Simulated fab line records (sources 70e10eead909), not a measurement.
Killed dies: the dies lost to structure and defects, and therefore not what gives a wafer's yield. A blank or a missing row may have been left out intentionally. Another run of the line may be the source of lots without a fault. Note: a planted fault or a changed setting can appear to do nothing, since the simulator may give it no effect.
Problem report, 8D (eight disciplines) form, completed by code    flow nand-harc    the parts of the form that need people (team, actions taken, sign-off) are left out

## 1. THE ISSUE
Wafers without a fault read 64, standard deviation 16; killed-at-array at NHARC_END_SORT_01 reads a mean of 573 on 6 wafers belonging to 2 lots. Relative to the usual mean, that is a shift of +32 standard deviations.
The first sign was on wafer L524.3 at day 30 12:36, on prober-02. The record has a number at this step for 6 wafers belonging to 2 lots. The rule behind "out" and "out of limits": a value lying over 4 standard deviations away from the usual mean. The other wafers with a number count as sound.

## 2. WHAT IT IS; WHAT IT IS NOT
question                     is                            is not
which readings at this step  killed-at-array, killed-dies  killed-at-other, killed-open, killed-short
which lots                   L524, L525                    -
which wafers of those lots   all that have a number        -
read on which gauges         prober-01, prober-02          -
when                         from day 30 12:36             up to then (0 sound wafers)

## 3. SUSPECTS, AND WHAT RULES EACH OUT
Counting: a tool at a process step up to the reading stays a suspect if it ran every lot that is out and no sound lot after the first of them.
- ruled out: the gauge at NHARC_END_SORT_01. The wafers that are out were read on 2 gauges (prober-01, prober-02).
- rie-diel-05 at NHARC_A_STAIRCASE_ETCH_199 (etches the open film in C4F8/O2, target depth 100 nm, time 40.5 s): kept. It ran every lot that is out, first L524 (day 21 16:52), and no sound lot after that. Its own readings are out on those wafers: run-length-s.
The count leaves rie-diel-05 at NHARC_A_STAIRCASE_ETCH_199.

## 4. THE CAUSE (what the simulator had put in)
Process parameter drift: rie-diel-05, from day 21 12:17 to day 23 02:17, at NHARC_A_STAIRCASE_ETCH_199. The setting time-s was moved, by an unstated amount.
After counting, this tool was the only one left.

## 5. THE CHAIN OF EFFECTS, in route order
One row per reading whose mean, taken over the struck wafers that have a number, lies over 3 standard deviations from the usual. Scope: only readings with a usual standard deviation given in the record; hours: median across lots of the time from each lot's start at the first step in this table that gives one to its start at this step; sigmas: change in usual standard deviations.
hours  step                        reading          usual   on struck wafers  change  sigmas
0      NHARC_A_STAIRCASE_ETCH_199  run-length-s     61.8 s  50.9              -10.9   -28
208    NHARC_END_SORT_01           killed-at-array  64      573               +509    +32
208    NHARC_END_SORT_01           killed-dies      69      579               +510    +30
Here are the process steps it includes:
- NHARC_A_STAIRCASE_ETCH_199: etches the open film in C4F8/O2, target depth 100 nm, time 40.5 s.

## 6. WHAT WOULD HAVE CAUGHT IT SOONER
Counted from the fault's start at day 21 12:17, it took 216 hours until the first out-of-limits reading at a measuring or inspecting step in this record, taken at day 30 12:36.
At NHARC_A_STAIRCASE_ETCH_199, the tool's own readings (run-length-s) were out on each struck wafer the step has a row for, so an alarm limit on them would have fired on the first such wafer.
The start of NHARC_A_STAIRCASE_ETCH_199 on rie-diel-05 came by day 30 12:36 for every one of the lots that are out (2). Tool hold at that time: it would have spared none of them.
